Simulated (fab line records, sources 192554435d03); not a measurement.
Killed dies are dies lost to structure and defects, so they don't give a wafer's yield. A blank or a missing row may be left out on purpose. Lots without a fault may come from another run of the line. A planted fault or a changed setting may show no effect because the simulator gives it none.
fab line records | flow n5_finfet
record lots=24 wafers=72 last_day=19
route steps=1938 shown BEOL_M9@1458 BEOL_M10@1531 BEOL_M11@1537
lots that met no fault: from a run of the same line without faults
start_h: hours from the record's first day to the start of the lot's first wafer shown | wait_h: hours since the lot's step before | " the same as in the row above | L1.1+2: a row that stands for several wafers | - no value, or no start given | * or withheld: withheld | < > ~ a bound
route shown NAME@n: a module of which the file shows steps, and the number in the route of the first | usual: mean/standard deviation of fault-free wafers | same: alike in all rows | chamber/n: place in a boat | sites: the reading at each site | _std_site: their standard deviation | _edge_site: outer sites' mean less inner sites' | radius_mm: how far each site lies from the wafer's centre | mask NAME#n: copy n | behind: the tool/chamber that last shaped the wafer | hold: why the lot was held/for how many hours/how that ended | device: the transistor (n, p or np) that didn't switch | end of line: the same wafers' tests at the end of the route | a step without rows: its recipe alone | killed: dies lost to structure and defects at the first sort, not the wafer's yield | map: a wafer's dies, x killed, . not, _ none there
set.NAME: the setting as run; set.NAME@STEP: as run at that earlier step | model.NAME: the simulator's own value behind a step, which no gauge read
steps of the route over a sample of lots; a table a step, a row a wafer
services: from which hour (start_h, from the record's first day; less than 0 if before it) a tool's chamber was out of use, for how many hours, and why
## steps
# step N5_BEOL_M9_ALD_74
# recipe material=TaN target_thk_a=20 temp_c=275 ald_precursor_family=PDMAT ald_co_reactant=NH3 pressure_torr=3 carrier_flow_sccm=1500 pulse_time_s=2 purge_time_s=3 co_reactant_purge_time_s=2 co_reactant_pulse_time_s=3 ald_cycles=40 precursor_vessel_temp_c=75 precursor_vessel_pressure_torr=26.25 precursor_vessel_carrier_sccm=1000
# usual heater_power_w=424/43 susceptor_temp_C=274.98/0.2
# same purge_time_s=3
# columns lot.wafer tool chamber start_h wait_h heater_power_w susceptor_temp_C
L074.1 ald_metal-03 3 210.60 0.3 477 275.12
L074.2 " 1 " " 477 275.09
L074.3 " 2 " " 407 275.08
L075.1 ald_metal-01 3 216.01 0.0 408 274.92
L075.2 " 1 " " 490 274.66
L075.5 " 2 " " 427 275.17
L076.1 ald_metal-01 2 224.34 0.0 429 274.71
L076.2 " 0 " " 435 275.18
L076.5 " 2 " " 424 274.98
L077.1 ald_metal-01 3 224.64 0.1 403 275.30
L077.2 " 0 " " 438 274.77
L077.5 " 2 " " 435 274.75
L078.1 ald_metal-03 2 235.40 0.0 423 275.30
L078.3 " 0 " " 372 275.30
L078.6 " 2 " " 420 274.90
L079.2 ald_metal-02 2 236.12 0.0 354 275.12
L079.3 " 3 " " 379 274.98
L079.6 " 3 " " 384 274.83
L080.1 ald_metal-03 0 245.64 0.0 380 275.13
L080.2 " 1 " " 469 275.24
L080.6 " 0 " " 379 274.83
L081.2 ald_metal-03 3 250.35 0.0 466 274.86
L081.5 " 2 " " 415 275.08
L081.6 " 1 " " 482 275.15
L082.1 ald_metal-01 2 250.73 0.0 430 275.16
L082.2 " 0 " " 435 275.38
L082.5 " 1 " " 485 274.99
L083.1 ald_metal-02 1 259.98 0.1 368 274.87
L083.4 " 0 " " 355 275.11
L083.6 " 0 " " 357 275.23
L085.2 ald_metal-02 3 265.24 0.0 385 275.05
L085.4 " 0 " " 360 274.93
L085.5 " 2 " " 348 274.94
L084.4 ald_metal-01 1 268.92 0.0 487 275.20
L084.5 " 1 " " 481 274.98
L084.6 " 2 " " 427 275.01
L086.1 ald_metal-03 2 292.28 0.3 409 275.07
L086.2 " 0 " " 377 275.08
L086.6 " 0 " " 379 275.00
L087.4 ald_metal-01 0 295.33 0.0 434 275.07
L087.5 " 3 " " 408 275.07
L087.6 " 0 " " 448 275.06
L089.1 ald_metal-01 1 299.62 0.0 481 274.83
L089.5 " 0 " " 442 275.06
L089.6 " 1 " " 488 275.14
L088.1 ald_metal-03 1 307.30 0.2 462 275.06
L088.3 " 0 " " 389 274.86
L088.5 " 3 " " 481 274.85
L091.2 ald_metal-03 1 311.38 0.1 463 274.77
L091.3 " 2 " " 414 274.75
L091.4 " 0 " " 377 274.84
L090.1 ald_metal-03 0 330.24 0.0 373 275.05
L090.2 " 2 " " 416 274.79
L090.5 " 1 " " 468 274.66
L092.1 ald_metal-03 0 340.64 0.0 379 274.73
L092.2 " 1 " " 461 274.83
L092.6 " 2 " " 414 275.29
L093.3 ald_metal-03 0 360.93 0.0 376 274.78
L093.5 " 2 " " 414 275.06
L093.6 " 1 " " 456 275.19
L094.1 ald_metal-01 0 364.18 0.3 433 274.83
L094.4 " 2 " " 415 275.12
L094.5 " 0 " " 425 274.97
L096.2 ald_metal-03 2 366.16 0.1 419 275.23
L096.5 " 0 " " 369 274.59
L096.6 " 1 " " 466 274.68
L097.1 ald_metal-02 2 389.10 0.2 353 275.13
L097.3 " 3 " " 385 275.46
L097.6 " 2 " " 352 275.17
L095.2 ald_metal-03 0 401.42 0.1 376 275.07
L095.3 " 1 " " 469 275.16
L095.6 " 1 " " 470 275.32
# step N5_BEOL_M9_DEP_56
# recipe material=SiCN target_thk_a=150 temp_c=withheld precursor=3MS/NH3 pressure_torr=3 rf_w=202 time_s=26.5
# usual showerhead_plenum_p_Torr=3.672/0.015 throttle_valve_pct=8.9/0.63
# columns lot.wafer tool chamber start_h wait_h showerhead_plenum_p_Torr throttle_valve_pct
L074.1 pecvd-03 2 213.36 0.0 3.665 8.0
L074.2 " 0 " " 3.705 9.6
L074.3 " 1 " " 3.695 9.6
L075.1 pecvd-01 2 217.40 0.0 3.670 8.3
L075.2 " 0 " " 3.660 9.2
L075.5 " 1 " " 3.685 8.8
L076.1 pecvd-02 1 225.87 0.0 3.677 9.7
L076.2 " 0 " " 3.643 8.8
L076.5 " 1 " " 3.673 9.6
L077.1 pecvd-01 1 226.24 0.0 3.678 8.8
L077.2 " 0 " " 3.650 9.5
L077.5 " 2 " " 3.670 8.1
L078.1 pecvd-01 0 236.82 0.0 3.653 9.3
L078.3 " 2 " " 3.668 8.3
L078.6 " 0 " " 3.666 9.4
L079.2 pecvd-01 2 238.08 0.0 3.671 8.3
L079.3 " 1 " " 3.682 8.8
L079.6 " 1 " " 3.675 8.6
L080.1 pecvd-01 1 247.08 0.0 3.681 8.8
L080.2 " 2 " " 3.679 8.2
L080.6 " 2 " " 3.664 8.2
L081.2 pecvd-01 2 251.94 0.0 3.668 8.2
L081.5 " 1 " " 3.671 8.7
L081.6 " 0 " " 3.651 9.1
L082.1 pecvd-01 1 252.22 0.0 3.684 8.8
L082.2 " 2 " " 3.682 8.5
L082.5 " 2 " " 3.676 8.5
L083.1 pecvd-02 1 261.49 0.0 3.676 9.5
L083.4 " 0 " " 3.645 8.7
L083.6 " 1 " " 3.672 9.6
L085.2 pecvd-03 0 266.65 0.0 3.703 9.9
L085.4 " 0 " " 3.692 10.1
L085.5 " 1 " " 3.691 9.7
L084.4 pecvd-01 2 270.28 0.0 3.676 8.3
L084.5 " 0 " " 3.649 9.3
L084.6 " 1 " " 3.678 8.4
L086.1 pecvd-01 0 295.05 0.0 3.642 9.4
L086.2 " 1 " " 3.684 8.7
L086.6 " 0 " " 3.657 9.2
L087.4 pecvd-02 2 296.79 0.0 3.678 7.9
L087.5 " 1 " " 3.671 9.8
L087.6 " 0 " " 3.651 8.7
L089.1 pecvd-01 0 302.64 0.0 3.672 9.3
L089.5 " 2 " " 3.670 8.2
L089.6 " 1 " " 3.681 8.7
L088.1 pecvd-01 1 309.08 0.0 3.688 8.6
L088.3 " 0 " " 3.656 9.4
L088.5 " 0 " " 3.659 9.5
L091.2 pecvd-02 2 313.35 0.0 3.671 8.1
L091.3 " 1 " " 3.670 9.5
L091.4 " 0 " " 3.647 9.0
L090.1 pecvd-02 0 332.04 0.0 3.644 8.7
L090.2 " 2 " " 3.664 8.2
L090.5 " 1 " " 3.661 9.7
L092.1 pecvd-03 0 342.52 0.0 3.689 9.9
L092.2 " 1 " " 3.686 9.6
L092.6 " 0 " " 3.703 9.6
L093.3 pecvd-03 2 362.49 0.0 3.665 7.9
L093.5 " 0 " " 3.705 9.7
L093.6 " 1 " " 3.684 9.5
L094.1 pecvd-01 2 366.83 0.0 3.677 8.2
L094.4 " 1 " " 3.685 8.6
L094.5 " 2 " " 3.676 8.4
L096.2 pecvd-03 2 368.06 0.0 3.651 8.0
L096.5 " 2 " " 3.663 8.0
L096.6 " 1 " " 3.690 9.5
L097.1 pecvd-03 1 391.58 0.0 3.682 9.9
L097.3 " 0 " " 3.700 9.9
L097.6 " 2 " " 3.664 7.9
L095.2 pecvd-03 2 405.74 0.0 3.653 7.7
L095.3 " 1 " " 3.690 9.7
L095.6 " 2 " " 3.667 8.1
# step N5_BEOL_M10_THK_MEAS_53
# recipe thk_meas_gauge=xrf reads=Cu_of_BEOL_M10_ECD_50
# usual M10_THK=139/3
# columns lot.wafer tool chamber start_h wait_h M10_THK[nm]
L074.1 film_metro-02 - 223.67 - 138
L074.2 " - " " 136
L074.3 " - " " 137
L075.1 film_metro-01 - 226.75 - 138
L075.2 " - " " 133
L075.5 " - " " 135
L076.1 film_metro-01 - 232.98 - 132
L076.2 " - " " 140
L076.5 " - " " 134
L077.1 film_metro-02 - 233.40 - 139
L077.2 " - " " 139
L077.5 " - " " 136
L078.1 film_metro-01 - 244.11 - 143
L078.3 " - " " 144
L078.6 " - " " 146
L079.2 film_metro-02 - 245.48 - 136
L079.3 " - " " 140
L079.6 " - " " 133
L080.1 film_metro-02 - 253.37 - 136
L080.2 " - " " 138
L080.6 " - " " 134
L081.2 film_metro-02 - 257.84 - 141
L081.5 " - " " 141
L081.6 " - " " 139
L082.1 film_metro-01 - 260.02 - 147
L082.2 " - " " 139
L082.5 " - " " 141
L083.1 film_metro-01 - 270.35 - 136
L083.4 " - " " 137
L083.6 " - " " 142
L085.2 film_metro-02 - 274.85 - 141
L085.4 " - " " 139
L085.5 " - " " 139
L084.4 film_metro-01 - 279.19 - 147
L084.5 " - " " 146
L084.6 " - " " 140
L086.1 film_metro-02 - 300.50 - 142
L086.2 " - " " 140
L086.6 " - " " 145
L087.4 film_metro-02 - 305.57 - 135
L087.5 " - " " 137
L087.6 " - " " 135
L089.1 film_metro-01 - 311.48 - 143
L089.5 " - " " 138
L089.6 " - " " 141
L088.1 film_metro-02 - 315.60 - 139
L088.3 " - " " 138
L088.5 " - " " 139
L091.2 film_metro-01 - 320.48 - 139
L091.3 " - " " 136
L091.4 " - " " 140
L090.1 film_metro-02 - 337.80 - 137
L090.2 " - " " 141
L090.5 " - " " 137
L092.1 film_metro-02 - 351.65 - 138
L092.2 " - " " 135
L092.6 " - " " 135
L093.3 film_metro-01 - 370.01 - 142
L093.5 " - " " 143
L093.6 " - " " 140
L094.1 film_metro-01 - 382.07 - 140
L094.4 " - " " 142
L094.5 " - " " 142
L096.2 film_metro-01 - 383.20 - 136
L096.5 " - " " 138
L096.6 " - " " 143
L097.1 film_metro-01 - 401.55 - 139
L097.3 " - " " 143
L097.6 " - " " 143
L095.2 film_metro-02 - 414.81 - 141
L095.3 " - " " 140
L095.6 " - " " 138
# step N5_BEOL_M11_CURE_71
# recipe temp_c=385 time_s=240 ambient=He/Ar material=SiCOH_lowk
# usual lamp_power_pct=52.31/0.056 wafer_temp_C_max=386.9/0.57
# columns lot.wafer tool chamber start_h wait_h lamp_power_pct wafer_temp_C_max
L074.1 uv_cure-03 2 223.98 0.1 52.24 386.2
L074.2 " 2 " " 52.23 386.4
L074.3 " 2 " " 52.34 386.8
L075.1 uv_cure-03 0 227.07 0.1 52.31 387.6
L075.2 " 0 " " 52.30 387.7
L075.5 " 0 " " 52.34 388.2
L076.1 uv_cure-02 1 233.26 0.0 52.27 386.1
L076.2 " 1 " " 52.29 386.5
L076.5 " 1 " " 52.37 385.9
L077.1 uv_cure-01 0 233.71 0.0 52.22 386.9
L077.2 " 0 " " 52.36 387.1
L077.5 " 0 " " 52.22 387.1
L078.1 uv_cure-01 0 244.39 0.1 52.39 386.9
L078.3 " 0 " " 52.36 387.0
L078.6 " 0 " " 52.23 386.7
L079.2 uv_cure-02 0 245.84 0.1 52.35 386.9
L079.3 " 0 " " 52.36 386.8
L079.6 " 0 " " 52.25 387.0
L080.1 uv_cure-02 1 253.64 0.0 52.28 386.2
L080.2 " 1 " " 52.29 386.3
L080.6 " 1 " " 52.36 386.7
L081.2 uv_cure-01 1 258.28 0.2 52.30 387.0
L081.5 " 1 " " 52.20 387.6
L081.6 " 1 " " 52.28 387.2
L082.1 uv_cure-02 0 260.33 0.0 52.28 387.0
L082.2 " 0 " " 52.32 386.9
L082.5 " 0 " " 52.28 386.7
L083.1 uv_cure-02 1 270.63 0.0 52.30 386.3
L083.4 " 1 " " 52.28 386.2
L083.6 " 1 " " 52.32 386.2
L085.2 uv_cure-01 1 275.21 0.1 52.39 387.2
L085.4 " 1 " " 52.34 387.1
L085.5 " 1 " " 52.39 387.1
L084.4 uv_cure-01 1 279.71 0.3 52.37 387.6
L084.5 " 1 " " 52.31 387.6
L084.6 " 1 " " 52.30 387.5
L086.1 uv_cure-01 1 300.78 0.0 52.29 387.3
L086.2 " 1 " " 52.32 386.6
L086.6 " 1 " " 52.43 387.7
L087.4 uv_cure-03 1 306.08 0.3 52.34 387.3
L087.5 " 1 " " 52.36 386.1
L087.6 " 1 " " 52.22 387.2
L089.1 uv_cure-01 1 311.76 0.0 52.25 387.3
L089.5 " 1 " " 52.32 387.5
L089.6 " 1 " " 52.27 386.6
L088.1 uv_cure-01 2 315.90 0.1 52.29 386.3
L088.3 " 2 " " 52.27 386.2
L088.5 " 2 " " 52.28 386.7
L091.2 uv_cure-01 1 320.84 0.1 52.31 387.5
L091.3 " 1 " " 52.32 387.4
L091.4 " 1 " " 52.20 388.1
L090.1 uv_cure-01 2 338.08 0.0 52.39 386.0
L090.2 " 2 " " 52.40 385.8
L090.5 " 2 " " 52.33 386.4
L092.1 uv_cure-02 0 351.92 0.0 52.22 387.1
L092.2 " 0 " " 52.35 387.4
L092.6 " 0 " " 52.43 387.3
L093.3 uv_cure-03 1 370.45 0.2 52.18 386.6
L093.5 " 1 " " 52.36 386.6
L093.6 " 1 " " 52.26 386.0
L094.1 uv_cure-02 2 382.35 0.0 52.42 386.5
L094.4 " 2 " " 52.36 387.4
L094.5 " 2 " " 52.23 387.3
L096.2 uv_cure-03 1 383.55 0.1 52.32 386.1
L096.5 " 1 " " 52.33 386.5
L096.6 " 1 " " 52.35 386.8
L097.1 uv_cure-03 0 401.82 0.0 52.28 387.3
L097.3 " 0 " " 52.39 387.7
L097.6 " 0 " " 52.27 388.4
L095.2 uv_cure-03 2 415.20 0.2 52.35 386.8
L095.3 " 2 " " 52.34 387.0
L095.6 " 2 " " 52.27 386.7
# step N5_BEOL_M11_ETCH_65
# recipe chemistry=CF4 target=SiARC target_depth_a=390 mask_material=CAR-ArF time_s=65 ion_energy_ev=80 pressure_mtorr=40 source_w=545 bias_w=36 Ar_flow_sccm=100 cf4_flow_sccm=100 ends=cleared
# usual chamber_pressure_mTorr=40.00/0.037 drypump_motor_current_A=5.5/0.48 etch_rf_on_time_s=65.0/1.3 oes_product_au=0.66/0.057 rf_vpp_V=184.0/1 showerhead_plenum_p_Torr=2.15/0.048 throttle_valve_pct=15.67/0.18
# columns lot.wafer tool chamber start_h wait_h chamber_pressure_mTorr drypump_motor_current_A etch_rf_on_time_s oes_product_au rf_hours_counter_h rf_vpp_V showerhead_plenum_p_Torr throttle_valve_pct
L074.1 rie_diel-06 3 227.24 0.0 39.97 6.2 63.0 0.78 17 182.6 2.09 15.33
L074.2 " 1 " " 40.01 5.5 64.1 0.63 187 184.1 2.22 15.90
L074.3 " 0 " " 39.98 4.9 65.8 0.58 244 183.3 2.12 15.52
L075.1 rie_diel-06 1 230.81 0.0 40.00 5.5 64.9 0.63 189 185.2 2.22 15.88
L075.2 " 0 " " 40.02 4.9 66.4 0.58 245 185.2 2.12 15.52
L075.5 " 2 " " 39.97 5.8 67.0 0.62 - 184.4 2.13 15.89
L076.1 rie_diel-06 0 236.55 0.0 39.99 4.9 65.6 0.58 247 182.6 2.12 15.51
L076.2 " 2 " " 40.04 5.8 66.3 0.63 178 183.7 2.13 15.88
L076.5 " 2 " " 40.02 5.8 65.8 0.63 - 184.7 2.13 15.87
L077.1 rie_diel-04 0 236.99 0.0 39.98 5.1 63.2 0.67 110 184.1 2.15 15.60
L077.2 " 2 " " 40.01 5.0 64.0 0.72 89 182.8 2.09 15.76
L077.5 " 2 " " 40.00 5.0 64.7 0.71 - 182.1 2.09 15.76
L079.2 rie_diel-06 3 249.71 0.0 39.94 6.3 63.0 0.76 25 183.4 2.09 15.35
L079.3 " 2 " " 40.06 5.8 65.1 0.64 183 182.9 2.13 15.90
L079.6 " 2 " " 39.99 5.8 65.6 0.63 - 185.1 2.13 15.89
L078.1 rie_diel-06 2 250.17 0.0 40.02 5.8 65.1 0.63 183 184.5 2.13 15.89
L078.3 " 1 " " 39.99 5.6 64.3 0.63 195 185.8 2.22 15.91
L078.6 " 2 " " 39.98 5.8 65.7 0.63 - 184.3 2.13 15.90
L080.1 rie_diel-04 3 259.07 0.0 39.98 5.3 65.6 0.68 77 184.2 2.16 15.49
L080.2 " 1 " " 39.99 6.2 64.7 0.63 192 185.8 2.22 15.62
L080.6 " 2 " " 40.03 5.0 65.0 0.70 - 182.7 2.09 15.79
L081.2 rie_diel-06 2 264.06 0.0 39.95 5.8 66.3 0.63 188 184.3 2.12 15.91
L081.5 " 2 " " 39.99 5.8 66.5 0.63 - 185.0 2.12 15.91
L081.6 " 3 " " 39.99 6.3 63.8 0.76 - 185.0 2.09 15.36
L082.1 rie_diel-02 3 266.02 0.0 39.96 4.9 67.6 0.62 194 184.8 2.21 15.50
L082.2 " 1 " " 40.04 5.7 65.3 0.64 167 183.4 2.14 15.62
L082.5 " 3 " " 40.05 4.9 67.5 0.62 - 184.7 2.21 15.50
L083.1 rie_diel-06 1 278.91 0.0 39.98 5.5 63.0 0.63 204 184.5 2.22 15.91
L083.4 " 0 " " 40.01 4.9 64.3 0.81 5 183.3 2.11 15.04
L083.6 " 0 " " 39.94 4.9 63.9 0.81 - 184.2 2.11 15.04
L085.2 rie_diel-04 1 281.58 0.0 39.96 6.1 64.1 0.63 198 185.9 2.22 15.63
L085.4 " 0 " " 39.98 5.1 63.2 0.66 123 183.7 2.15 15.64
L085.5 " 0 " " 40.00 5.1 63.3 0.66 - 183.1 2.15 15.63
L084.4 rie_diel-02 3 282.19 0.0 40.03 5.0 66.1 0.62 199 184.7 2.21 15.52
L084.5 " 1 " " 40.00 5.7 64.3 0.66 - 184.3 2.14 15.63
L084.6 " 0 " " 40.01 5.3 67.7 0.58 - 182.6 2.11 15.89
L086.1 rie_diel-04 1 305.85 0.0 40.03 6.2 64.4 0.62 205 185.0 2.21 15.67
L086.2 " 3 " " 39.96 5.3 65.4 0.67 89 185.0 2.16 15.54
L086.6 " 1 " " 39.96 6.1 64.4 0.62 - 185.0 2.21 15.65
L087.4 rie_diel-04 1 309.77 0.0 40.04 6.1 64.5 0.62 206 184.7 2.21 15.68
L087.5 " 3 " " 39.98 5.3 64.5 0.68 - 183.5 2.16 15.55
L087.6 " 0 " " 39.97 5.1 63.2 0.65 - 185.5 2.15 15.65
L089.1 rie_diel-04 3 314.77 0.0 40.10 5.3 65.0 0.67 91 184.1 2.16 15.55
L089.5 " 1 " " 39.97 6.1 64.9 0.62 - 183.8 2.21 15.65
L089.6 " 0 " " 40.02 5.1 63.4 0.65 - 184.5 2.15 15.65
L088.1 rie_diel-02 1 323.67 0.0 40.06 5.8 65.3 0.64 182 183.3 2.13 15.64
L088.3 " 3 " " 40.04 5.0 67.1 0.61 209 184.5 2.20 15.52
L088.5 " 0 " " 39.98 5.3 68.3 0.57 - 183.2 2.10 15.90
L091.2 rie_diel-02 1 329.26 0.0 40.03 5.7 65.4 0.64 184 182.8 2.13 15.65
L091.3 " 0 " " 40.01 5.3 68.7 0.57 245 183.2 2.10 15.91
L091.4 " 2 " " 39.99 6.3 64.7 0.74 51 183.3 2.19 15.62
L090.1 rie_diel-04 1 341.15 0.0 40.01 6.1 65.6 0.62 214 184.7 2.21 15.68
L090.2 " 3 " " 39.94 5.3 66.0 0.66 99 184.0 2.15 15.55
L090.5 " 0 " " 40.03 5.1 63.1 0.65 - 183.8 2.14 15.66
L092.1 rie_diel-02 1 359.47 0.0 39.99 5.7 64.6 0.64 191 182.7 2.13 15.68
L092.2 " 3 " " 39.96 5.0 67.2 0.59 219 183.8 2.20 15.55
L092.6 " 2 " " 39.96 6.3 64.7 0.72 - 183.7 2.19 15.64
L093.3 rie_diel-04 2 378.27 0.0 40.04 4.9 64.7 0.68 130 181.7 2.08 15.86
L093.5 " 3 " " 39.98 5.3 65.4 0.66 - 185.4 2.15 15.58
L093.6 " 2 " " 39.91 5.0 64.2 0.68 - 181.6 2.08 15.84
L094.1 rie_diel-02 1 387.96 0.0 39.94 5.7 64.9 0.63 197 183.5 2.13 15.69
L094.4 " 3 " " 40.03 5.0 66.2 0.61 224 185.2 2.20 15.55
L094.5 " 1 " " 40.08 5.7 64.1 0.64 - 184.1 2.13 15.68
L096.2 rie_diel-04 1 388.26 0.0 39.99 6.1 64.3 0.61 226 183.5 2.21 15.68
L096.5 " 0 " " 39.96 5.1 63.6 0.64 - 183.9 2.14 15.66
L096.6 " 1 " " 39.96 6.1 65.1 0.61 - 184.2 2.21 15.71
L097.1 rie_diel-04 2 410.49 0.0 40.00 4.9 65.5 0.67 138 183.1 2.07 15.86
L097.3 " 2 " " 40.05 5.0 65.1 0.67 - 181.4 2.07 15.86
L097.6 " 2 " " 39.94 4.9 65.3 0.67 - 184.1 2.07 15.85
L095.2 rie_diel-02 1 420.24 0.0 39.98 5.7 65.3 0.63 207 182.2 2.12 15.69
L095.3 " 2 " " 40.02 6.3 65.4 0.71 75 183.8 2.18 15.65
L095.6 " 0 " " 40.02 5.3 67.0 0.78 - 183.1 2.10 15.43
# step N5_BEOL_M11_ETCH_66
# recipe chemistry=N2/H2 target=SOC target_depth_a=1200 overetch_a=240 mask_material=SiARC temp_c=40 time_s=180 ion_energy_ev=200 pressure_mtorr=30 source_w=840 bias_w=150 n2_flow_sccm=200 h2_flow_sccm=200
# usual chamber_pressure_mTorr=30.002/0.027 drypump_motor_current_A=5.5/0.48 oes_product_au=0.62/0.051 rf_vpp_V=524.2/1.8 showerhead_plenum_p_Torr=2.55/0.061 throttle_valve_pct=17.91/0.18
# columns lot.wafer tool chamber start_h wait_h chamber_pressure_mTorr drypump_motor_current_A oes_product_au rf_hours_counter_h rf_vpp_V showerhead_plenum_p_Torr throttle_valve_pct
L074.1 rie_diel-06 3 227.29 0.0 30.031 6.3 0.73 18 522.5 2.51 17.80
L074.2 " 1 " " 29.986 5.5 0.59 187 525.1 2.63 18.03
L074.3 " 0 " " 30.017 4.9 0.54 244 522.0 2.51 17.68
L075.1 rie_diel-06 1 230.86 0.0 30.027 5.6 0.60 189 526.7 2.63 18.04
L075.2 " 0 " " 29.991 4.9 0.55 245 523.1 2.51 17.68
L075.5 " 2 " " 29.993 5.8 0.60 - 524.1 2.53 18.17
L076.1 rie_diel-06 0 236.60 0.0 30.057 4.9 0.55 247 522.8 2.51 17.68
L076.2 " 2 " " 30.009 5.8 0.60 178 523.9 2.53 18.16
L076.5 " 2 " " 29.998 5.8 0.60 - 524.2 2.53 18.18
L077.1 rie_diel-04 0 237.04 0.0 29.992 5.1 0.63 110 523.7 2.55 17.73
L077.2 " 2 " " 30.054 5.0 0.67 89 521.0 2.45 17.88
L077.5 " 2 " " 30.012 5.0 0.67 - 522.1 2.45 17.88
L079.2 rie_diel-06 3 249.76 0.0 29.958 6.2 0.72 25 519.8 2.51 17.81
L079.3 " 2 " " 30.006 5.8 0.60 183 523.6 2.52 18.17
L079.6 " 2 " " 29.992 5.8 0.60 - 522.7 2.52 18.17
L078.1 rie_diel-06 2 250.22 0.0 30.054 5.7 0.60 183 523.1 2.52 18.19
L078.3 " 1 " " 29.999 5.5 0.59 195 526.8 2.63 18.06
L078.6 " 2 " " 29.977 5.7 0.60 - 523.4 2.52 18.17
L080.1 rie_diel-04 3 259.12 0.0 30.001 5.3 0.66 77 524.8 2.57 17.74
L080.2 " 1 " " 29.981 6.1 0.59 192 526.9 2.63 17.87
L080.6 " 2 " " 30.010 5.0 0.66 - 521.2 2.45 17.90
L081.2 rie_diel-06 2 264.11 0.0 29.960 5.8 0.59 188 523.1 2.52 18.19
L081.5 " 2 " " 29.991 5.8 0.60 - 522.4 2.52 18.19
L081.6 " 3 " " 29.912 6.3 0.70 - 523.6 2.50 17.83
L082.1 rie_diel-02 3 266.07 0.0 29.995 5.0 0.59 195 525.6 2.65 17.83
L082.2 " 1 " " 29.986 5.7 0.62 167 524.7 2.54 17.92
L082.5 " 3 " " 30.028 4.9 0.59 - 525.4 2.65 17.84
L083.1 rie_diel-06 1 278.96 0.0 29.972 5.5 0.59 204 526.7 2.62 18.07
L083.4 " 0 " " 29.986 4.9 0.75 5 522.4 2.51 17.28
L083.6 " 0 " " 30.007 4.9 0.75 - 523.3 2.51 17.29
L085.2 rie_diel-04 1 281.63 0.0 29.992 6.1 0.59 198 526.1 2.63 17.88
L085.4 " 0 " " 29.999 5.1 0.61 123 525.2 2.54 17.76
L085.5 " 0 " " 30.017 5.2 0.62 - 524.2 2.54 17.75
L084.4 rie_diel-02 3 282.24 0.0 29.999 4.9 0.59 199 525.3 2.65 17.82
L084.5 " 1 " " 30.006 5.7 0.62 - 525.1 2.54 17.94
L084.6 " 0 " " 30.032 5.3 0.56 - 524.4 2.51 18.29
L086.1 rie_diel-04 1 305.90 0.0 30.032 6.1 0.59 205 526.3 2.63 17.87
L086.2 " 3 " " 29.995 5.3 0.64 89 524.3 2.57 17.78
L086.6 " 1 " " 30.011 6.1 0.59 - 525.7 2.63 17.88
L087.4 rie_diel-04 1 309.82 0.0 29.977 6.1 0.59 206 526.4 2.63 17.89
L087.5 " 3 " " 29.969 5.3 0.64 - 525.1 2.57 17.76
L087.6 " 0 " " 30.018 5.1 0.61 - 525.9 2.54 17.75
L089.1 rie_diel-04 3 314.82 0.0 30.001 5.3 0.64 91 524.7 2.57 17.78
L089.5 " 1 " " 30.008 6.1 0.59 - 528.5 2.63 17.92
L089.6 " 0 " " 30.050 5.1 0.61 - 524.2 2.54 17.76
L088.1 rie_diel-02 1 323.72 0.0 30.006 5.8 0.60 182 523.7 2.54 17.95
L088.3 " 3 " " 30.041 4.9 0.59 209 526.7 2.65 17.85
L088.5 " 0 " " 29.972 5.3 0.56 - 522.9 2.51 18.29
L091.2 rie_diel-02 1 329.31 0.0 29.994 5.7 0.61 184 523.7 2.54 17.96
L091.3 " 0 " " 30.025 5.3 0.56 245 522.9 2.51 18.28
L091.4 " 2 " " 30.014 6.4 0.70 51 524.7 2.58 17.76
L090.1 rie_diel-04 1 341.20 0.0 29.984 6.1 0.58 214 525.1 2.63 17.91
L090.2 " 3 " " 29.984 5.3 0.63 99 525.0 2.56 17.80
L090.5 " 0 " " 29.978 5.1 0.61 - 523.9 2.54 17.78
L092.1 rie_diel-02 1 359.52 0.0 29.983 5.7 0.60 191 523.9 2.53 17.97
L092.2 " 3 " " 29.997 5.0 0.58 219 526.1 2.64 17.86
L092.6 " 2 " " 29.991 6.4 0.68 - 525.5 2.58 17.76
L093.3 rie_diel-04 2 378.32 0.0 29.954 5.0 0.64 130 521.4 2.43 17.95
L093.5 " 3 " " 30.012 5.3 0.63 - 524.9 2.56 17.78
L093.6 " 2 " " 29.976 5.0 0.64 - 520.9 2.43 17.95
L094.1 rie_diel-02 1 388.01 0.0 30.062 5.7 0.60 197 524.6 2.53 17.96
L094.4 " 3 " " 30.036 5.0 0.57 224 525.1 2.64 17.88
L094.5 " 1 " " 30.043 5.7 0.61 - 523.2 2.53 17.98
L096.2 rie_diel-04 1 388.31 0.0 30.003 6.1 0.58 226 525.6 2.62 17.91
L096.5 " 0 " " 30.036 5.1 0.60 - 524.9 2.53 17.79
L096.6 " 1 " " 30.022 6.1 0.58 - 525.4 2.62 17.94
L097.1 rie_diel-04 2 410.57 0.1 30.059 5.0 0.63 139 521.0 2.43 17.98
L097.3 " 2 " " 30.004 5.0 0.64 - 520.7 2.43 17.97
L097.6 " 2 " " 29.969 5.0 0.63 - 522.1 2.43 17.97
L095.2 rie_diel-02 1 420.29 0.0 30.017 5.7 0.59 207 524.2 2.53 17.99
L095.3 " 2 " " 29.989 6.4 0.67 75 524.8 2.57 17.81
L095.6 " 0 " " 30.013 5.3 0.75 - 523.3 2.50 17.85
## services
# columns tool chamber start_h hours kind
pecvd-03 - 189.70 2.8 pm
uv_cure-02 - 192.92 22.2 pm
uv_cure-02 - 228.20 2.1 pm
rie_diel-06 3 235.37 2.3 repair
ald_metal-01 - 279.78 14.6 pm
uv_cure-02 - 280.60 2.8 pm
ald_metal-03 2 292.55 14.3 repair
rie_diel-06 1 295.74 3.9 repair
ald_metal-01 - 303.83 14.1 repair
rie_diel-06 1 303.97 8.4 repair
uv_cure-03 - 310.72 1.0 pm
ald_metal-03 - 336.07 2.0 repair
uv_cure-02 - 337.34 11.2 repair
ald_metal-01 - 337.41 14.0 pm
rie_diel-06 0 337.93 3.2 repair
rie_diel-04 3 342.35 3.4 repair
rie_diel-02 3 347.28 2.8 repair
rie_diel-04 0 359.94 1.7 repair
pecvd-01 - 393.43 1.5 repair
rie_diel-04 3 395.94 23.0 repair
rie_diel-04 - 403.75 0.9 repair
rie_diel-04 0 409.11 3.8 repair
rie_diel-04 - 413.19 2.8 pm
ald_metal-03 - 414.07 1.2 pm
## key
fault none
